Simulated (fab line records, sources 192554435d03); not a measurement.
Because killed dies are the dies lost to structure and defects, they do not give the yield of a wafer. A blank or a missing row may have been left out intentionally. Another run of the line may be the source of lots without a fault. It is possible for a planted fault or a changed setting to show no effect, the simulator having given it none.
What tool caused it? | flow n5 finfet | 28 wafers from 10 lots sampled at 6 of the route's 1938 steps

## WHAT EACH GAUGE READ, for each wafer
N5_BEOL_M4_RC_MEAS_101. Usual: DIBL_N 37.0 mV/V, standard deviation 2.3; DIBL_P 37.3 mV/V, standard deviation 2.8; IOFF_N 0.17 nA/um, standard deviation 0.046; IOFF_P 0.23 nA/um, standard deviation 0.054; ION_N 675 uA/um, standard deviation 14; ION_P 460 uA/um, standard deviation 9.3; SS_N 71.7 mV/dec, standard deviation 0.73; SS_P 73.6 mV/dec, standard deviation 0.95; VT_N 249 mV, standard deviation 3.9; VT_P -250 mV, standard deviation 3.9.
lot  | measured     | on        | DIBL_N (mV/V)  | DIBL_P (mV/V)  | IOFF_N (nA/um) | IOFF_P (nA/um) | ION_N (uA/um) | ION_P (uA/um) | SS_N (mV/dec)  | SS_P (mV/dec)  | VT_N (mV)   | VT_P (mV)      | flag
L238 | day 7 23:18  | prober-02 | 40.3 37.1 43.8 | 40.9 35.4 44.8 | 0.23 0.15 0.36 | 0.31 0.21 0.42 | 680 676 712   | 471 464 478   | 72.2 71.3 73.7 | 74.8 73.7 76.2 | 243 251 240 | -246 -251 -243 |
L239 | day 8 02:19  | prober-02 | 37.4 36.8 39.6 | 37.6 37.4 40.9 | 0.19 0.17 0.25 | 0.22 0.22 0.29 | 677 667 688   | 457 453 457   | 72.1 71.1 72.2 | 73.7 75.0 76.1 | 250 249 245 | -249 -251 -248 |
L240 | day 8 05:23  | prober-02 | 39.7 36.8 33.8 | 40.0 37.0 34.2 | 0.23 0.16 0.13 | 0.29 0.21 0.18 | 673 670 662   | 460 462 458   | 72.5 71.8 71.0 | 74.6 74.2 72.5 | 247 250 250 | -249 -252 -252 |
L241 | day 8 22:55  | prober-02 | 37.5 36.0 41.5 | 37.8 36.8 43.3 | 0.18 0.16 0.27 | 0.19 0.18 0.28 | 682 676 694   | 454 453 461   | 72.0 71.0 73.1 | 73.1 73.5 75.4 | 248 249 244 | -252 -254 -246 |
L247 | day 10 06:52 | prober-02 | 35.7 41.2      | 35.0 42.4      | 0.15 0.27      | 0.23 0.37      | 677 700       | 468 473       | 71.5 73.1      | 73.0 74.4      | 250 244     | -246 -243      |
L249 | day 10 19:25 | prober-01 | 37.4 37.1      | 35.9 36.5      | 0.17 0.15      | 0.19 0.20      | 670 650       | 458 450       | 71.4 71.0      | 73.9 72.9      | 247 252     | -251 -251      |
L251 | day 11 10:53 | prober-02 | 36.1 33.9 37.1 | 38.2 34.1 38.5 | 0.19 0.14 0.23 | 0.28 0.21 0.30 | 668 673 694   | 459 458 469   | 71.0 70.5 71.8 | 74.4 72.7 74.5 | 243 251 241 | -245 -250 -245 |
L253 | day 12 11:37 | prober-01 | 36.8 39.9 36.6 | 37.9 41.1 36.6 | 0.16 0.19 0.16 | 0.22 0.27 0.19 | 677 679 673   | 459 466 457   | 71.4 72.4 71.0 | 72.9 74.2 73.1 | 249 248 248 | -250 -249 -252 |
L252 | day 12 16:50 | prober-01 | 34.0 40.2 38.4 | 32.0 40.6 38.3 | 0.10 0.21 0.18 | 0.16 0.31 0.26 | 656 663 656   | 456 458 453   | 70.8 73.1 73.0 | 72.3 74.7 74.2 | 256 250 247 | -253 -247 -249 |
L261 | day 14 06:08 | prober-01 | 37.3 37.0 33.1 | 38.5 38.7 34.3 | 0.16 0.17 0.10 | 0.18 0.18 0.13 | 675 675 656   | 450 449 445   | 72.0 71.9 70.3 | 74.2 73.9 72.1 | 252 251 256 | -257 -256 -258 |

N5_BEOL_M8_INSPECT_58: inspects for defects (darkfield). Usual: raw defect count 71, standard deviation 21.
lot  | measured     | on                | raw defect count | flag
L238 | day 9 23:38  | defect inspect-02 | 59 97 79         |
L239 | day 10 00:01 | defect inspect-02 | 57 141 58        |
L240 | day 9 20:32  | defect inspect-02 | 73 90 71         |
L241 | day 10 11:14 | defect inspect-02 | 52 62 71         |
L247 | day 12 00:33 | defect inspect-02 | 96 87            |
L249 | day 12 09:15 | defect inspect-02 | 65 39            |
L251 | day 13 13:01 | defect inspect-02 | 61 76 80         |
L253 | day 14 10:10 | defect inspect-02 | 65 99 48         |
L252 | day 14 10:59 | defect inspect-01 | 49 46 37         |
L261 | day 15 18:58 | defect inspect-01 | 57 102 60        |

N5_BEOL_M9_THK_MEAS_01. Usual: M9_ILD_THK gives 270 nm (standard deviation 3.6).
lot  | measured     | on            | M9_ILD_THK (nm) | flag
L238 | day 10 00:18 | film metro-01 | 275 275 277     |
L239 | day 10 00:41 | film metro-02 | 273 272 267     |
L240 | day 9 21:10  | film metro-02 | 272 265 268     |
L241 | day 10 11:52 | film metro-01 | 272 269 272     |
L247 | day 12 01:12 | film metro-01 | 270 276         |
L249 | day 12 10:22 | film metro-02 | 263 270         |
L251 | day 13 13:39 | film metro-02 | 269 279 270     |
L253 | day 14 11:09 | film metro-01 | 270 471 268     | OFF
L252 | day 14 11:38 | film metro-02 | 266 265 276     |
L261 | day 15 19:35 | film metro-02 | 268 276 274     |

## TOOL THAT RAN EACH LOT (tool first, then ch and the chambers of the sampled wafers, then the start)
lot  | N5_BEOL_M8_SPUTTER_48        | N5_BEOL_M8_CMP_52             | N5_BEOL_M9_ILD_DEP_00
L238 | pvd sputter-01, day 9 22:20  | cmp-03 ch 0,2,3, day 9 23:18  | pecvd-03 ch 0,1, day 9 23:43
L239 | pvd sputter-03, day 9 22:29  | cmp-04 ch 0,2,3, day 9 23:38  | pecvd-02 ch 0,1,2, day 10 00:03
L240 | pvd sputter-02, day 9 19:35  | cmp-01 ch 0,1,2, day 9 20:05  | pecvd-02 ch 0,2, day 9 20:35
L241 | pvd sputter-03, day 10 10:10 | cmp-03 ch 0,1, day 10 10:47   | pecvd-04 ch 0,1,2, day 10 11:16
L247 | pvd sputter-03, day 11 23:07 | cmp-03 ch 0,1, day 12 00:14   | pecvd-02 ch 0,1, day 12 00:37
L249 | pvd sputter-02, day 12 04:39 | cmp-01 ch 2,3, day 12 08:52   | pecvd-02 ch 1, day 12 09:17
L251 | pvd sputter-01, day 13 11:10 | cmp-03 ch 0,1,3, day 13 12:40 | pecvd-04 ch 0,1, day 13 13:03
L253 | pvd sputter-03, day 14 08:59 | cmp-01 ch 0,1,2, day 14 09:49 | pecvd-02 ch 1,2, day 14 10:13
L252 | pvd sputter-03, day 14 09:26 | cmp-04 ch 0,1, day 14 10:32   | pecvd-04 ch 0,1,2, day 14 11:01
L261 | pvd sputter-01, day 15 17:51 | cmp-01 ch 0,1,3, day 15 18:35 | pecvd-03 ch 0,1,2, day 15 18:59
- N5_BEOL_M8_SPUTTER_48: material Cu, target thk 10 nm, time 1.667 s.
- N5_BEOL_M8_CMP_52: polishes, stops on SiCOH lowk, t overpolish 6.9 s, target thk 80 nm.
- N5_BEOL_M9_ILD_DEP_00: deposits SiCOH lowk from DEMS/porogen, target thk 308.51 nm, time 58 s.

## WHAT THE TOOLS THEMSELVES READ (means of the sampled wafers that have a number; where no wafer has one, the mark that the record gives instead)
N5_BEOL_M8_SPUTTER_48. Usual: throttle valve pct 30.1 %, standard deviation 0.93.
lot  | tool           | throttle valve pct (%) | flag
L238 | pvd sputter-01 | 29.9                   |
L239 | pvd sputter-03 | 30.4                   |
L240 | pvd sputter-02 | 30.0                   |
L241 | pvd sputter-03 | 29.5                   |
L247 | pvd sputter-03 | 30.5                   |
L249 | pvd sputter-02 | 30.1                   |
L251 | pvd sputter-01 | 29.7                   |
L253 | pvd sputter-03 | 31.0                   |
L252 | pvd sputter-03 | 30.4                   |
L261 | pvd sputter-01 | 29.3                   |

N5_BEOL_M8_CMP_52. Usual: barrier field endpoint s 28.8 s, standard deviation 1; motor current A 6.1 A, standard deviation 0.6; overpolish run s 6.899 s, standard deviation 0.0091; time to endpoint s 63 s, standard deviation 4.3.
lot  | tool   | barrier field endpoint s (s) | motor current A (A) | overpolish run s (s) | time to endpoint s (s) | flag
L238 | cmp-03 | 28.8                         | 5.8                 | 6.894                | 63                     |
L239 | cmp-04 | 29.4                         | 6.9                 | 6.895                | 67                     |
L240 | cmp-01 | 27.8                         | 6.0                 | 6.910                | 59                     |
L241 | cmp-03 | 28.3                         | 5.9                 | 6.900                | 61                     |
L247 | cmp-03 | 29.6                         | 5.8                 | 6.902                | 65                     |
L249 | cmp-01 | 28.9                         | 6.0                 | 6.908                | 62                     |
L251 | cmp-03 | 29.8                         | 5.8                 | 6.895                | 64                     |
L253 | cmp-01 | 28.1                         | 5.9                 | 6.905                | 59                     |
L252 | cmp-04 | 29.0                         | 5.4                 | 6.897                | 65                     |
L261 | cmp-01 | 27.2                         | 6.3                 | 6.894                | 60                     |

N5_BEOL_M9_ILD_DEP_00. Usual: heater power w 333 W, standard deviation 40; rf fwd power W 495.7 W, standard deviation 1.9; run length s 100.9 s, standard deviation 0.46; showerhead plenum p Torr 5.735 Torr, standard deviation 0.016; throttle valve pct 13.6 %, standard deviation 0.57.
lot  | tool     | heater power w (W) | rf fwd power W (W) | run length s (s) | showerhead plenum p Torr (Torr) | throttle valve pct (%) | flag
L238 | pecvd-03 | 328                | 494.4              | 101.2            | 5.741                           | 14.0                   |
L239 | pecvd-02 | 371                | 495.7              | 100.6            | 5.738                           | 14.0                   |
L240 | pecvd-02 | 319                | 496.6              | 100.3            | 5.748                           | 13.8                   |
L241 | pecvd-04 | 318                | 498.5              | 101.2            | 5.730                           | 12.8                   |
L247 | pecvd-02 | 316                | 494.3              | 100.5            | 5.752                           | 14.2                   |
L249 | pecvd-02 | 357                | 492.9              | 100.8            | 5.736                           | 14.4                   |
L251 | pecvd-04 | 337                | 496.8              | 100.8            | 5.721                           | 13.4                   |
L253 | pecvd-02 | 339                | 495.3              | 114.4            | 5.729                           | 14.3                   | OFF
L252 | pecvd-04 | 330                | 496.0              | 101.1            | 5.722                           | 12.9                   |
L261 | pecvd-03 | 290                | 496.0              | 101.2            | 5.734                           | 13.7                   |

## THE ANSWER, worked out from the rows above alone
Rule: lot off if the mean of its wafers having a number is beyond 3 standard deviations from the usual mean. Also off: a lot with no number at a reading for which 4 or more lots have one. Where the step has rows for the other lots, those lots are counted as sound. After the gauges, taken in route order, come the tools' own readings; for these a lot's mean is taken, as printed above. The first step at which some lot is off is used, and at that step the reading that is off furthest; a lot without a number counts as furthest.
Off: L253, at N5_BEOL_M9_THK_MEAS_01 (M9_ILD_THK).
A tool fits if, at a process step before that reading, it ran every lot that is off, and no sound lot after the first of them. The gauges at N5_BEOL_M9_THK_MEAS_01 aren't tried: what is off there is off at N5_BEOL_M9_ILD_DEP_00 too, on other tools, and a gauge's error can't cause that. One candidate fits, namely pecvd-02 at N5_BEOL_M9_ILD_DEP_00. Its last sound lot is L249 (day 12 09:17), its first lot that is off L253 (day 14 10:13): a fault that began between those two fits.
On the lots that are off, the tool's own readings at N5_BEOL_M9_ILD_DEP_00 differ by more than 5 times the standard deviation of the sound lots' means, which bears it out; run length s reads 114.4 s there versus 100.9 s on the sound lots.

## WHAT WAS PUT IN BY THE SIMULATOR
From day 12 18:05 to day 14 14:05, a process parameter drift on pecvd-02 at N5_BEOL_M9_ILD_DEP_00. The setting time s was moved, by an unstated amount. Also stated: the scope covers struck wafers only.
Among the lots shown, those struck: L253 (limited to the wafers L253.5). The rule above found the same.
